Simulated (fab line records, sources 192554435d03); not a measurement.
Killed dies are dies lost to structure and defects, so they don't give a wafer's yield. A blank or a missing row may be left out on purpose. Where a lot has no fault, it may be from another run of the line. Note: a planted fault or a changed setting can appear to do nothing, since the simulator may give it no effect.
Split-lot experiment :: flow n5Finfet :: route with 1938 steps; 7 lots, 21 wafers read

THE SPLIT ITSELF
At N5_BEOL_M15_EXPOSE_07 (exposes mask V14), the setting doseMj was moved away from the recipe's 41.25 on 7 of the 21 wafers read, by -6.1% to +6.1%. For the rest of the wafers, this setting stayed at what the recipe calls for.

FROM THE SPLIT TO THE READING: what the file shows between them, 3 steps
- N5_BEOL_M15_PEB_08: peb time 90 s
- N5_BEOL_M15_DEVELOP_09: develop time 45 s
- N5_BEOL_M15_HARDBAKE_14: time 120 s

THE READING
cdNm at N5_BEOL_M15_CD_MEAS_10, given in nm (cd target 360 nm). Typical for fault-free wafers on this fab line: 361.5 nm, with standard deviation 1.8 nm.

wafer: L077.2
tool, chamber at the split: krfScanner-02, 0
doseMj as run: 42.8
against the recipe: +3.8%
cdNm, nm: 369.9
against lot-mates on the recipe: +6.3

wafer: L077.3
tool, chamber at the split: krfScanner-02, 0
doseMj as run: 42.8
against the recipe: +3.8%
cdNm, nm: 365.9
against lot-mates on the recipe: +2.3

wafer: L077.5
tool, chamber at the split: krfScanner-02, 0
doseMj as run: 41.25
against the recipe: recipe
cdNm, nm: 363.6
against lot-mates on the recipe: -

wafer: L080.2
tool, chamber at the split: krfScanner-02, 0
doseMj as run: 41.25
against the recipe: recipe
cdNm, nm: 363.4
against lot-mates on the recipe: -

wafer: L080.3
tool, chamber at the split: krfScanner-02, 0
doseMj as run: 41.25
against the recipe: recipe
cdNm, nm: 360.3
against lot-mates on the recipe: -

wafer: L080.4
tool, chamber at the split: krfScanner-02, 0
doseMj as run: 41.25
against the recipe: recipe
cdNm, nm: 359.6
against lot-mates on the recipe: -

wafer: L078.2
tool, chamber at the split: krfScanner-01, 0
doseMj as run: 43.78
against the recipe: +6.1%
cdNm, nm: 368.7
against lot-mates on the recipe: +7.2

wafer: L078.3
tool, chamber at the split: krfScanner-01, 0
doseMj as run: 41.25
against the recipe: recipe
cdNm, nm: 361.5
against lot-mates on the recipe: -

wafer: L078.5
tool, chamber at the split: krfScanner-01, 0
doseMj as run: 43.78
against the recipe: +6.1%
cdNm, nm: 371.1
against lot-mates on the recipe: +9.6

wafer: L079.3
tool, chamber at the split: krfScanner-02, 0
doseMj as run: 41.25
against the recipe: recipe
cdNm, nm: 361.8
against lot-mates on the recipe: -

wafer: L079.4
tool, chamber at the split: krfScanner-02, 0
doseMj as run: 41.25
against the recipe: recipe
cdNm, nm: 361.5
against lot-mates on the recipe: -

wafer: L079.6
tool, chamber at the split: krfScanner-02, 0
doseMj as run: 41.25
against the recipe: recipe
cdNm, nm: 361.0
against lot-mates on the recipe: -

wafer: L086.1
tool, chamber at the split: krfScanner-02, 0
doseMj as run: 38.73
against the recipe: -6.1%
cdNm, nm: 351.9
against lot-mates on the recipe: -11.1

wafer: L086.2
tool, chamber at the split: krfScanner-02, 0
doseMj as run: 41.25
against the recipe: recipe
cdNm, nm: 363.0
against lot-mates on the recipe: -

wafer: L086.3
tool, chamber at the split: krfScanner-02, 0
doseMj as run: 38.73
against the recipe: -6.1%
cdNm, nm: 349.4
against lot-mates on the recipe: -13.6

wafer: L090.3
tool, chamber at the split: krfScanner-02, 0
doseMj as run: 43.01
against the recipe: +4.3%
cdNm, nm: 366.5
against lot-mates on the recipe: +6.4

wafer: L090.5
tool, chamber at the split: krfScanner-02, 0
doseMj as run: 41.25
against the recipe: recipe
cdNm, nm: 359.7
against lot-mates on the recipe: -

wafer: L090.6
tool, chamber at the split: krfScanner-02, 0
doseMj as run: 41.25
against the recipe: recipe
cdNm, nm: 360.6
against lot-mates on the recipe: -

wafer: L091.1
tool, chamber at the split: krfScanner-01, 0
doseMj as run: 41.25
against the recipe: recipe
cdNm, nm: 361.2
against lot-mates on the recipe: -

wafer: L091.4
tool, chamber at the split: krfScanner-01, 0
doseMj as run: 41.25
against the recipe: recipe
cdNm, nm: 363.3
against lot-mates on the recipe: -

wafer: L091.6
tool, chamber at the split: krfScanner-01, 0
doseMj as run: 41.25
against the recipe: recipe
cdNm, nm: 359.6
against lot-mates on the recipe: -

THE FIT
A straight line over all 21 wafers: cdNm changes by +1.57 nm for each +1% of doseMj; r = +0.95; the points scatter about the line by 1.6 nm.
The same after taking each lot's own level away (the mean of its wafers on the recipe; 21 wafers): +1.63 nm for each +1%; r = +0.96; scatter 1.6 nm.
On that fit, the largest move of doseMj shifts the reading by 10 nm.
Measured against the standard deviation above, the lots' own levels, which go from 360.15 to 363.60 nm, span 1.9 times it.
Consequently the slope shifts little with the lot-to-lot level, the two slopes agreeing.
Check: for one of the wafers moved furthest among these (+6.1%), held out of the fit, the line's prediction against its lot-mates is +10 nm. Against them it came out at +7.2 nm.

FILE'S OWN FIT
cdNm changes by +1.59 nm for each +1% of doseMj, r = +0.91.
